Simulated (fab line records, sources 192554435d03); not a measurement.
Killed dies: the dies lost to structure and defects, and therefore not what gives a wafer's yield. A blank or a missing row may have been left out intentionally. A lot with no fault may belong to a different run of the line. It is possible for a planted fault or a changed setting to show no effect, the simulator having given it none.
One fault through the eyes of 2 desks | flow n5_finfet | each desk holds nothing but its own numbers, with what lay behind them at the end

THE DEFECT DESK
Lot by lot, what the route's inspections counted, given as the mean of those sampled wafers with a number. Any lot whose mean is over 4 standard deviations away from the usual mean is out of limits and marked OUT; that distance is given in the brackets.
Columns: A = raw_defect_count at N5_BEOL_M9_INSPECT_13, usual 419
lot  | first seen here | A
L646 | day 11 04:49    | 401
L648 | day 11 08:06    | 432
L650 | day 12 00:40    | 384
L652 | day 12 13:20    | 378
L651 | day 12 17:26    | 424
L653 | day 12 19:53    | 467
L655 | day 13 03:30    | 434
L657 | day 14 03:55    | 444
L660 | day 14 19:42    | 316
L664 | day 14 22:16    | 349
L665 | day 16 00:35    | 472
Finding of this desk: none of the 11 lots has anything out of limits.

FOR THE TOOL OWNER'S DESK: arfi_scanner-02
The tool's own readings at N5_BEOL_M9_EXPOSE_08 (exposes mask M9): means of the sampled wafers that have a number, for each lot that ran on this tool. Any lot whose mean is over 4 standard deviations away from the usual mean is out of limits and marked OUT; that distance is given in the brackets.
Columns: A = exposure_dose_mJ_cm2 at N5_BEOL_M9_EXPOSE_08, usual 53.71; B = stage_vel_mm_s at N5_BEOL_M9_EXPOSE_08, usual 500.09 mm/s
lot  | first seen here | A               | B
L650 | day 12 00:29    | 53.82           | 499.87
L652 | day 12 13:10    | 53.70           | 500.25
L653 | day 12 19:43    | 53.70           | 500.26
L655 | day 13 03:19    | 52.28 (-26) OUT | 500.26
L660 | day 14 19:32    | 52.50 (-22) OUT | 500.05
This desk's verdict: out of limits on L655, L660, starting with L655 at day 13 03:19 (exposure_dose_mJ_cm2 at N5_BEOL_M9_EXPOSE_08). Within limits: L650, L652, L653.

BROUGHT TOGETHER
An alarm could have come from the tool owner's desk at day 13 03:19, on L655, L660.
Nothing out of limits was seen by the defect desk.
The defect desk has L655, L660 on record, within its limits.
N5_BEOL_M9_EXPOSE_08 was run on arfi_scanner-02 by each of the lots named.

WHAT THE SIMULATOR PUT IN
Drift in process parameters on arfi_scanner-02 at N5_BEOL_M9_EXPOSE_08, starting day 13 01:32. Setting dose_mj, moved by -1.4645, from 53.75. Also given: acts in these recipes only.
Struck lots among those shown: L655, L660.
Hours from the fault's start to each desk's first reading out of limits: the tool owner's desk, 2.
